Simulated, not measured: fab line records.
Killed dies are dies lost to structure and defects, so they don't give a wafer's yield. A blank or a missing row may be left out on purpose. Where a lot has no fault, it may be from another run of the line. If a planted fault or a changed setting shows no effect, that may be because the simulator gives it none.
Chamber matching ; flow n5Finfet ; N5_BEOL_M14_ETCH_67 on rieDiel-03: 4 sister chambers
The step etches SiARC in CF4, target depth 143 nm, time 238.3 s. 22 wafers are shown with their chamber, then 11 later ones without.

EACH WAFER AND ITS CHAMBER
wafer;chamber;drypumpMotorCurrentA (A);showerheadPlenumPTorr (Torr);etchRfOnTimeS (s)
L074.4;0;5.8;2.26;243
L074.5;2;5.3;2.20;239
L074.6;1;5.3;2.18;246
L080.1;0;5.9;2.26;243
L080.2;1;5.3;2.17;244
L080.3;3;5.2;2.19;247
L080.4;1;5.3;2.17;245
L080.5;3;5.2;2.19;247
L080.6;0;5.9;2.26;243
L081.2;3;5.2;2.19;249
L081.3;2;5.3;2.20;232
L081.6;0;5.8;2.26;246
L089.2;0;5.8;2.25;244
L089.3;1;5.3;2.17;247
L089.4;2;5.3;2.19;230
L090.1;2;5.3;2.19;229
L090.3;0;5.9;2.25;243
L090.4;0;5.9;2.25;245
L091.3;1;5.3;2.17;245
L091.4;0;5.9;2.25;246
L091.5;1;5.3;2.17;247
L094.1;1;5.3;2.16;247

SIGNATURES (means of the wafers above)
reading;chamber 0;chamber 1;chamber 2;chamber 3;scatter within a chamber
drypumpMotorCurrentA;5.862;5.300;5.300;5.200;0.0323
showerheadPlenumPTorr;2.2550;2.1700;2.1950;2.1900;0.00527
etchRfOnTimeS;244.12;245.86;232.50;247.67;2.18
Rule: for each reading, subtract the chamber's mean from the wafer's reading, divide by that reading's scatter and square the result; add these up over the readings and take the root, which gives the wafer's distance from the chamber. The wafer belongs to the nearest chamber; if the next one is less than 2 further off, it can't be placed. The scatter: the root of (the sum of the squares of (reading less its chamber's mean) over the shown wafers, divided by (wafers less chambers)).

WAFERS MISSING THEIR CHAMBER
wafer;drypumpMotorCurrentA (A);showerheadPlenumPTorr (Torr);etchRfOnTimeS (s)
L094.2;5.3;2.18;233
L094.4;5.9;2.24;247
L097.1;5.3;2.18;239
L097.2;5.3;2.18;228
L097.3;5.9;2.24;243
L097.4;5.3;2.16;245
L097.5;5.3;2.16;242
L097.6;5.9;2.24;243
L096.3;5.2;2.18;243
L096.4;5.9;2.24;245
L096.5;5.3;2.18;232

WHICH CHAMBER EACH WENT THROUGH
wafer;from the rows above;in truth
L094.2;2;2
L094.4;0;0
L097.1;can't be placed: 1 or 2 or 3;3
L097.2;2;2
L097.3;0;0
L097.4;1;1
L097.5;1;1
L097.6;0;0
L096.3;can't be placed: 3 or 1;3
L096.4;0;0
L096.5;2;2
Placed correctly: 9 of 11. Not placeable from these rows: 2 (in 2, the candidates include the true chamber). 0 placed wrongly.
